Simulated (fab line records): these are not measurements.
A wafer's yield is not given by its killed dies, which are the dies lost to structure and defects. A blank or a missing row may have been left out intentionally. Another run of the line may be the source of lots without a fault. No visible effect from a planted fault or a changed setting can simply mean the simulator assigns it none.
fab line records | flow n5Finfet
[record] lots = 4 wafers = 12 lastDay = 17
route steps=1938 shown TV_LITHO@1882 TV_OPEN@1887 PAD_METAL@1893 PASSIVATION@1897
lots untouched by any fault: they come from a run of this same line in which no faults occurred
startH: hours from the record's opening day to when the first of the lot's shown wafers began | waitH: hours since the lot's step before | " as in the row above | L1.1+2: a row that stands for several wafers | - value missing, or start not given | * or withheld: withheld | < > ~ a bound
route shown NAME@n: names a module that has steps shown in the file, with the first one's number in the route | usual: mean and standard deviation over wafers with no fault | same: alike in all rows | chamber/n: place in a boat | sites: per-site readings | _std_site: how widely they spread, as a standard deviation | _edge_site: inner sites' mean taken away from outer sites' mean | radiusMm: for every site, how far away it sits from the centre of the wafer | mask NAME#n: copy n | behind: the last tool/chamber to shape the wafer | hold: what put the lot on hold/how long, in hours/how the hold closed | device: whichever transistor did not switch (one of n, p or np) | end of line: the tests these same wafers got at the end of their route | step lacking rows: just its recipe | killed: not the wafer's yield, but the dies lost to structure and defects at the first sort | map: a wafer's dies, x killed, . not, _ none there
set.NAME: the setting that was run; set.NAME@STEP: the one run at that earlier step | model.NAME: the simulator's own value behind a step, which no gauge read
lots at some steps of the route; a table a step, a row a wafer
services: when a tool's chamber went out of use (startH, in hours from the record's first day, below 0 if earlier), for how many hours, and the reason
[[steps]]
[step N5_PASSIVATION_HARDBAKE_11]
[recipe] tempC = 130 timeS = 120
[step N5_PASSIVATION_DESCUM_12]
[recipe] chemistry = O2 timeS = 7.9 sourcePowerW = 50 biasPowerW = 20 pressureMtorr = 20 rfFrequencyHz = 2.712e+07 tempC = 40 o2FlowSccm = 225
[step N5_PASSIVATION_PASS_ETCH_74]
[recipe] chemistry = CF4/O2 target = SiNx targetDepthA = 2200 timeS = 110 ionEnergyEv = 100 pressureMtorr = 40 sourceW = 535 biasW = 49 Ar_flow_sccm = 100 cf4FlowSccm = 100 O2_flow_sccm = 10
[step N5_PASSIVATION_VIA_ETCH_13]
[recipe] chemistry = CHF3/O2 target = SiO2 targetDepthA = 6600 CHF3_flow_sccm = 50 O2_flow_sccm = 5 Ar_flow_sccm = 200 timeS = 330 maskMaterial = PR pressureMtorr = 30 sourceW = 650 biasW = 170 ionEnergyEv = 200 ends = cleared
[step N5_PASSIVATION_STRIP_14]
[recipe] chemistry = O2 powerW = 600 tempC = 60 pressureMtorr = 30 rfFrequencyHz = 6e+07 biasPowerW = 0 overashFraction = 0.5 o2FlowSccm = 225
[step N5_PASSIVATION_ETCH_15]
[recipe] chemistry = CF4/N2 target = SiCN targetDepthA = 750 taperDeg = 2 timeS = 81.2 ionEnergyEv = 150 maskMaterial = SiNx pressureMtorr = 40 sourceW = 430 biasW = 70 Ar_flow_sccm = 100 cf4FlowSccm = 60 n2FlowSccm = 60
[step N5_PASSIVATION_STRIP_73]
[recipe] chemistry = postEtchResidueRemover timeS = 60 tempC = 25 removerPh = withheld removerWaterWtPct = withheld removerFluorideWtPct = withheld
[step N5_PASSIVATION_SRD_17]
[recipe] timeS = 30 tempC = 23 rinseLiquid = diw dry = n2Spin spinRpm = 1500 dryTimeS = 30
[step N5_PASSIVATION_DEGAS_18]
[recipe] ambient = vacuum tempC = 300 timeS = 60
[step N5_PASSIVATION_PRE_CLEAN_19]
[recipe] gas = H2/He timeS = * tempC = *
[usual] heaterPowerW = 439/42
// columns lot.wafer tool chamber startH waitH heaterPowerW
L643.1 pvdSputter-02 - 350.32 0.0 383
L643.2 " - " " 544
L643.5 " - " " 437
L650.2 pvdSputter-01 - 375.33 0.0 430
L650.5 " - " " 486
L650.6 " - " " 371
L649.3 pvdSputter-02 - 386.91 0.0 434
L649.4 " - " " 546
L649.6 " - " " 412
L653.2 pvdSputter-02 - 398.18 0.0 529
L653.3 " - " " 388
L653.6 " - " " 432
[step N5_PASSIVATION_SPUTTER_20]
[recipe] material = TaN targetThkA = 500 tempC = 25 chamberPressurePa = 0.4
[step N5_PASSIVATION_AL_DEP_21]
[recipe] material = Al targetThkA = 28000 tempC = 400 timeS = 170 powerW = 30000 chamberPressurePa = 0.4 gas = Ar
[step N5_PASSIVATION_HMDS_23]
[recipe] timeS = 60 tempC = 120
[step N5_PASSIVATION_COAT_24]
[recipe] spinRpm = 3000 resistThkNm = withheld
[step N5_PASSIVATION_EBR_26]
[recipe] solvent = PGMEA ebrWidthMm = 1.5
[step N5_PASSIVATION_SOFTBAKE_25]
[recipe] tempC = 100 timeS = 90
[step N5_PASSIVATION_EXPOSE_27]
[recipe] maskId = PAD na = 0.55 sourceShape = conventional sigmaOuter = 0.8 polarization = unpolarized defocusNm = 0 doseMj = 32.3
[step N5_PASSIVATION_PEB_28]
[recipe] pebTempC = withheld pebTimeS = *
[step N5_PASSIVATION_DEVELOP_29]
[recipe] developTimeS = 60 rinseLiquid = diw dry = airSpin devTempC = 21
[step N5_PASSIVATION_HARDBAKE_31]
[recipe] tempC = 130 timeS = 120
[step N5_PASSIVATION_DESCUM_32]
[recipe] chemistry = O2 timeS = 7.9 sourcePowerW = 50 biasPowerW = 20 pressureMtorr = 20 rfFrequencyHz = 2.712e+07 tempC = 40 o2FlowSccm = 225
[step N5_PASSIVATION_AL_ETCH_33]
[recipe] chemistry = Cl2/BCl3 targetDepthA = 28000 overEtchFrac = 0.15 Cl2_flow_sccm = 180 bcl3FlowSccm = 60 target = Al stopOn = TaN timeS = 466.7 ionEnergyEv = 100 pressureMtorr = 10 icpW = 900 biasW = 100
[step N5_PASSIVATION_ETCH_59]
[recipe] chemistry = Cl2/BCl3 target = TaN targetDepthA = 650 timeS = 34.9 ionEnergyEv = 100 pressureMtorr = 10 icpW = 900 biasW = 100 Cl2_flow_sccm = 60 bcl3FlowSccm = 30
[step N5_PASSIVATION_STRIP_34]
[recipe] chemistry = O2 powerW = 600 tempC = 60 pressureMtorr = 30 rfFrequencyHz = 6e+07 biasPowerW = 0 overashFraction = 2 o2FlowSccm = 225
[step N5_PASSIVATION_STRIP_51]
[recipe] chemistry = postEtchResidueRemover timeS = 1200 tempC = 72.5
[step N5_PASSIVATION_CLEAN_69]
[recipe] chemistry = IPA timeS = 180 tempC = 25
[step N5_PASSIVATION_SRD_70]
[recipe] dry = ipaMarangoni timeS = 30 tempC = 23 rinseLiquid = diw
[step N5_PASSIVATION_PECVD_53]
[recipe] material = SiO2 targetThkA = 8000 tempC = 400 precursor = TEOS/O2 pressureTorr = 6.5 rfW = withheld teosFlowSccm = withheld gas = O2 flowSccm = 2650 timeS = 169.4
[step N5_PASSIVATION_PECVD_35]
[recipe] material = SiNx targetThkA = 7000 tempC = 400 precursor = SiH4/NH3/N2 pressureTorr = 4.9 rfW = 1406 timeS = 151.3
[step N5_PASSIVATION_HMDS_37]
[recipe] timeS = 60 tempC = 120
[step N5_PASSIVATION_COAT_38]
[recipe] spinRpm = 3000 resistThkNm = withheld
[step N5_PASSIVATION_EBR_40]
[recipe] solvent = PGMEA ebrWidthMm = 1.5
[step N5_PASSIVATION_SOFTBAKE_39]
[recipe] tempC = 110 timeS = 120
[step N5_PASSIVATION_EXPOSE_41]
[recipe] maskId = PASS_OPEN na = 0.55 defocusNm = 0 sourceShape = conventional sigmaOuter = 0.8 polarization = unpolarized targetCdNm = 40000 doseMj = 57.25
[step N5_PASSIVATION_PEB_42]
[recipe] pebTempC = withheld pebTimeS = *
[step N5_PASSIVATION_DEVELOP_43]
[recipe] developTimeS = 60 rinseLiquid = diw dry = airSpin devTempC = 21
[step N5_PASSIVATION_PROBE_49]
[usual] defectLimitedYield = 91.0/1.5 killed_at_M0_to_M3 = 34/11 killed_at_M4_up = 14/5.3 killedAtContacts = 13/7 killedAtFrontEnd = 41/13 killedAtOther = 4/3.1 killedDies = 106/17 killedOnRim = 14/3.9 killedOpen = 70/12 killedShort = 35/8 sort_bin_5_function = 5.2/0.98 sort_bin_6_memory = 3.4/0.69 sortNPass = 1074/17 sortYieldPct = 91.0/1.5
[same] grossDies = 1180 killedAtBackSide = 0 sort_bin_4_leakage[%] = 0 sort_bin_8_speed[%] = 0
// columns lot.wafer tool chamber startH waitH defectLimitedYield[%] killed_at_M0_to_M3 killed_at_M4_up killedAtContacts killedAtFrontEnd killedAtOther killedDies killedOnRim killedOpen killedShort sort_bin_5_function[%] sort_bin_6_memory[%] sortNPass sortYieldPct[%]
L650.2 prober-02 - 381.02 0.1 91.9 27 10 27 27 4 95 10 68 27 5.0 2.8 1085 91.9
L649.3 prober-02 - 392.72 0.1 83.0 40 18 19 37 87 201 31 69 52 9.6 4.5 979 83.0
L649.4 prober-02 - 392.77 0.2 79.6 21 13 5 58 144 241 24 65 35 11.9 5.9 939 79.6
L649.6 prober-02 - 392.87 0.3 82.5 30 14 8 37 118 207 34 57 38 10.7 4.0 973 82.5
L653.2 prober-02 - 404.85 0.1 79.7 47 12 16 34 131 240 23 76 31 12.4 3.8 940 79.7
L653.3 prober-02 - 404.90 0.1 84.1 66 9 19 36 58 188 35 92 36 9.6 4.6 992 84.1
L653.6 prober-02 - 405.05 0.3 84.0 53 10 10 31 85 189 26 65 41 9.7 4.1 991 84.0
// killed by level:class
L650.2 MOL_CONTACT_COAG:geometricParticle:open=22 BEOL_M0_SAQP:geometricParticle:open=9 FIN_SAQP:geometricParticle:short=7 FIN_SAQP:geometricParticle:open=7 BEOL_M1:geometricParticle:open=7 BEOL_M4:geometricParticle:open=7 MOL_CONTACT_COAG:geometricParticle:short=5 BEOL_M1:geometricParticle:short=3
L649.3 PAD_METAL:unspecified=77 MOL_CONTACT_COAG:geometricParticle:open=12 BEOL_M0_SAQP:geometricParticle:open=10 BEOL_M0_SAQP:geometricParticle:short=9 FIN_SAQP:geometricParticle:short=7 MOL_CONTACT_COAG:geometricParticle:short=7 STI_FIN_REVEAL:geometricParticle:open=6 BEOL_M1:geometricParticle:open=6
L649.4 PAD_METAL:unspecified=140 STI_FIN_REVEAL:geometricParticle:open=28 STI_FIN_REVEAL:geometricParticle:short=8 GATE_CUT:geometricParticle:short=7 BEOL_M3:geometricParticle:open=6 FIN_SAQP:geometricParticle:open=5 BEOL_M0_SAQP:geometricParticle:short=5 BEOL_M0:geometricParticle:open=4
L649.6 PAD_METAL:unspecified=110 STI_FIN_REVEAL:geometricParticle:open=14 BEOL_M0_SAQP:geometricParticle:short=14 MOL_CONTACT_COAG:geometricParticle:open=7 BEOL_M2:geometricParticle:open=7 STI_FIN_REVEAL:geometricParticle:short=5 GATE_CUT:geometricParticle:open=4 GATE_CUT:geometricParticle:short=4
L653.2 PAD_METAL:unspecified=131 MOL_CONTACT_COAG:geometricParticle:open=13 BEOL_M0_SAQP:geometricParticle:open=13 FIN_SAQP:geometricParticle:open=11 BEOL_M2:geometricParticle:open=10 BEOL_M1:geometricParticle:open=7 BEOL_M4:geometricParticle:open=6 STARTING-WAFER:geometricParticle:short=6
L653.3 PAD_METAL:unspecified=58 BEOL_M2:geometricParticle:open=20 MOL_CONTACT_COAG:geometricParticle:open=14 FIN_SAQP:geometricParticle:open=11 BEOL_M0_SAQP:geometricParticle:open=11 BEOL_M1:geometricParticle:open=11 BEOL_M0_SAQP:geometricParticle:short=11 DUMMY_GATE:geometricParticle:open=9
L653.6 PAD_METAL:unspecified=82 FIN_SAQP:geometricParticle:open=17 BEOL_M0_SAQP:geometricParticle:short=15 BEOL_M2:geometricParticle:open=11 BEOL_M0_SAQP:geometricParticle:open=10 FIN_SAQP:geometricParticle:short=10 BEOL_M4:geometricParticle:open=6 MOL_CONTACT_COAG:geometricParticle:open=6
// map L649.4 (x killed, . not)
_________________..x......x..________________
______________.....x............_____________
___________....xx...x.......x......__________
__________.........x..x....x........_________
________............x........x....x..._______
_______................................______
______................................x._____
_____....x.......xxx.....................____
____..............x.........x.............___
___.....x.......................x..........__
___........................................__
__.................x........x.....x........._
__.....................x....x.x.x..........._
_...x.......x..x.x..........x................
_....x..xx.x...x..xxx.....x.......x........x.
_.xx..x.xxxxx..x................x..........x.
_..xxxxxxxxxxxxx.x.......x............x....x.
_x.xxxxxxxxxxxxx..............x..........x...
_xxxxxxxxxxxxxxx.......................xx....
_xxxxxxxxxxxxxxx........x........x...........
_xxxxxxxxxxxxxx.x..........x.x............x..
__xxxxxxxxxxxxxx...............x...........x_
__xxxxxxxxxxxxxxxx..xx.....................x_
___xxxxxxxxxxxx......x....x.............x..__
___xxxxxxxxxxx.......x....x........xx......__
____x.xxxxx........xxx........x...........___
_____.x..xx.x.....x......x.............x.____
______x.....x.........x...x...x......x.._____
_______...........x...............x....______
________....x.....x................x.._______
__________..x...x.......x..........._________
___________........................__________
______________..x.x...........x._____________
_________________....x.......________________
// map L653.2 (x killed, . not)
_________________............________________
______________..x...x..........._____________
___________.x....xx................__________
__________........x...........x....._________
________............xx...xx..x.x......_______
_______.....x.x...................x....______
______.....x........x..xx........x......_____
_____.........................x..........____
____...x........xx............x.x.x......x___
___......x.............x...................__
___x....x.......x..........................__
__.......x.xx.............x................._
__...x.....x.....................x.....x...._
_x....x.............x........................
_......xxx..................x....x...........
_.x..xxxxxxx...xx...................x........
_x.xxxxxxxxxx......xx.....x..............x...
_..xxxxxxxxxxx.........x.x..x...x.......x....
_.xxxxxxxxxxxxx.............x.x....x.........
_xxxxxxxxxxxxxxx...x..........x..x.......x...
_xxxxxxxxxxxxxxx.....x........x.x...x....x...
__xxxxxxxxxxxxx.x.x........................x_
__xxxxxxxxxxxxxx........x.x...........x....._
___xxxxxxxxxxx..x.....x......x.x...........__
___.xxxxxxxxxxx..x......x..................__
____xx.xxx.............x..................___
_____..x..x......................x......x____
______.xx.x..................x.x........_____
_______x....................x.x.....x..______
________x..x....x..xx................._______
__________...x.....x..x............._________
___________....x...................__________
______________......x..x....x.x._____________
_________________............________________
[[services]]
// columns tool chamber startH hours kind
pvdSputter-01 - 365.77 7.8 repair
[[key]]
[firstSign] step = N5_PASSIVATION_PROBE_49 reading = killedAtOther direction = up sigmas = 33 usual = 4 struck = 104
[effect] step = N5_PASSIVATION_PROBE_49 reading = defectLimitedYield direction = down sigmas = 6 usual = 91.0 struck = 82.1
[moreKillsBornAt] N5_PASSIVATION_PRE_CLEAN_19@pvdSputter-02 = 598
metAt N5_PASSIVATION_PRE_CLEAN_19
struckWafers L649.3,L649.4,L649.6,L653.2,L653.3,L653.6
onsetBetween 350.32 386.91
alsoFits time
[fault] kind = chamberParticleSource tool = pvdSputter-02 chamber = - onsetH = 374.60 steps = N5_PASSIVATION_PRE_CLEAN_19 ratePerVisitCm2 = 1.2584 endH = 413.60
